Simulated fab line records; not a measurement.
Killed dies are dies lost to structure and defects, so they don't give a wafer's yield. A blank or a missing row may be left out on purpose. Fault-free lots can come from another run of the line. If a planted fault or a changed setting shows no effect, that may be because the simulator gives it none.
Struck lot and sound lot, side by side -- flow n5_finfet -- 36 steps out of a route of 1938
Sound: wafers L954.2, L954.3, L954.4. Wafers L940.1, L940.2, L940.6 were the ones struck. At the end, the cause is stated.
Each step with rows lists, per side, the tool, then ch with its chambers, then its first start. Under that, the readings that differ: sound wafers -- struck wafers -- difference of the means -- sigmas: that difference in standard deviations of wafers without a fault.
alike: words and numbers the same on both sides, and readings whose means are apart by under 2 such deviations; not compared: readings that were withheld, readings missing a value for some wafer, numbers with overlapping values and no deviation given by the record, and bounds like >300 which may hide the same value.
Wherever a step has rows on one side only, a row that says differs or no value, or a row with sigmas, the two part there. Numbers that have no deviation but don't overlap get no sigmas and don't part them. A reading that every wafer of one side lacks parts them only if that side has two wafers or more.

first, 9 steps without rows for these wafers: N5_STI_FIN_REVEAL_PRECLEAN_18 (cleans in SC2, time 45 s); N5_STI_FIN_REVEAL_SRD_28 (time 30 s); N5_DUMMY_GATE_PRECLEAN_00 (cleans in O3/DIW, time 60 s); N5_DUMMY_GATE_SRD_01 (time 30 s); N5_DUMMY_GATE_ALD_02 (deposits SiO2, target thk 2 nm, pulse time 1 s); N5_DUMMY_GATE_CVD_03 (deposits a-Si from SiH4, target thk 150 nm, time 8042 s); N5_DUMMY_GATE_PRECLEAN_46 (cleans in DIW, time 89.5 s); N5_DUMMY_GATE_SRD_47 (dry time 32 s); N5_DUMMY_GATE_CMP_04 (polishes a-Si).
N5_DUMMY_GATE_HM_DEP_06: deposits SiNx from DCS/NH3, target thk 80 nm, time 5141 s.
  sound on lpcvd-02 ch 0/100,0/104,0/95, day 8 05:54; struck on lpcvd-01 ch 0/114,0/90,0/95, day 4 17:37
reading,sound,struck,difference,sigmas
model.SiNx_of_DUMMY_GATE_HM_DEP_06.thk_nm (nm),80.6 79.6 79.8,135.8 135 135.6,+55.5,
  alike: spike_tc_lower_C, spike_tc_top_C
then, 24 steps without rows for these wafers: N5_DUMMY_GATE_PECVD_30 (deposits SiO2 from TEOS/O2, target thk 55 nm, time 10.8 s); N5_DUMMY_GATE_COAT_34 (time 60 s, resist thk 60 nm); N5_DUMMY_GATE_COAT_35 (time 60 s, resist thk 10 nm); N5_DUMMY_GATE_COAT_28 (time 60 s, resist thk 10 nm); N5_DUMMY_GATE_COAT_09 (resist thk 30 nm); N5_DUMMY_GATE_EBR_11; N5_DUMMY_GATE_SOFTBAKE_10 (time 60 s); N5_DUMMY_GATE_EXPOSE_12 (exposes mask GATE, target cd 25 nm); N5_DUMMY_GATE_PEB_13 (peb time 60 s); N5_DUMMY_GATE_DEVELOP_14 (develop time 30 s); N5_DUMMY_GATE_DESCUM_20 (chemistry O2, time 6.2 s); N5_DUMMY_GATE_ETCH_29 (etches underlayer in N2/H2, target depth 13 nm); N5_DUMMY_GATE_ETCH_36 (etches SiARC in CF4, target depth 13 nm); N5_DUMMY_GATE_ETCH_37 (etches SOC in N2/H2, target depth 60 nm, overetch 30 nm); N5_DUMMY_GATE_STRIP_38 (strips in N2/H2); N5_DUMMY_GATE_STRIP_39 (strips in N2/H2); N5_DUMMY_GATE_TRIM_49 (chemistry O2, time 29 s, target cd 14 nm); N5_DUMMY_GATE_STRIP_40 (strips in CF4); N5_DUMMY_GATE_ETCH_31 (etches SiO2 in C4F6/O2, target depth 82.5 nm, time 27.5 s); N5_DUMMY_GATE_STRIP_41 (strips in O2); N5_DUMMY_GATE_HM_OPEN_21 (chemistry CH3F/O2, target SiNx, target depth 120 nm, time 171.4 s); N5_DUMMY_GATE_ETCH_32 (etches SiO2 in CF4, target depth 3.5 nm, time 3.9 s); N5_DUMMY_GATE_ETCH_23 (etches poly-Si in HBr/Cl2/O2, target depth 41 nm, time 22.3 s); N5_DUMMY_GATE_ETCH_44 (etches poly-Si in HBr/O2, stops on SiO2, target depth 127.5 nm).
N5_ILD0_CMP_03: polishes, stops on SiNx, t overpolish 1.9 s, target thk 197.38 nm.
  sound on cmp-02 ch 0,2,3, day 9 02:29; struck on cmp-02 ch 1,2,3, day 5 12:45
reading,sound,struck,difference,sigmas
model.SiNx_of_DUMMY_GATE_HM_DEP_06.thk_nm (nm),77.6 76.6 76.8,132.8 131.8 132.6,+55.4,
  alike: motor_current_A, overpolish_run_s, retaining_ring_pressure_frac, time_to_endpoint_s
  not compared: pad_life_wafers
-- the record jumps here: 4 days lie between the struck wafers' starts before and after (it left off in module ILD0 and takes up again in module BEOL_M4, whose first step shown is number 1111 of the route) --
N5_BEOL_M4_RC_MEAS_101:
  sound on prober-02 ch 0, day 14 02:47; struck on prober-02 ch 0, day 9 10:55
reading,sound,struck,difference,sigmas
SS_P (mV/dec),73.5 74.1 73.5,72.4 73.0 72.0,-1.2,-2
  alike: DIBL_N, DIBL_P, IOFF_N, IOFF_P, ION_N, ION_P, SS_N, VT_N, VT_P

WHERE THEY PART
Only at N5_BEOL_M4_RC_MEAS_101, as far as this record shows.

WHY: whatever the simulator had introduced
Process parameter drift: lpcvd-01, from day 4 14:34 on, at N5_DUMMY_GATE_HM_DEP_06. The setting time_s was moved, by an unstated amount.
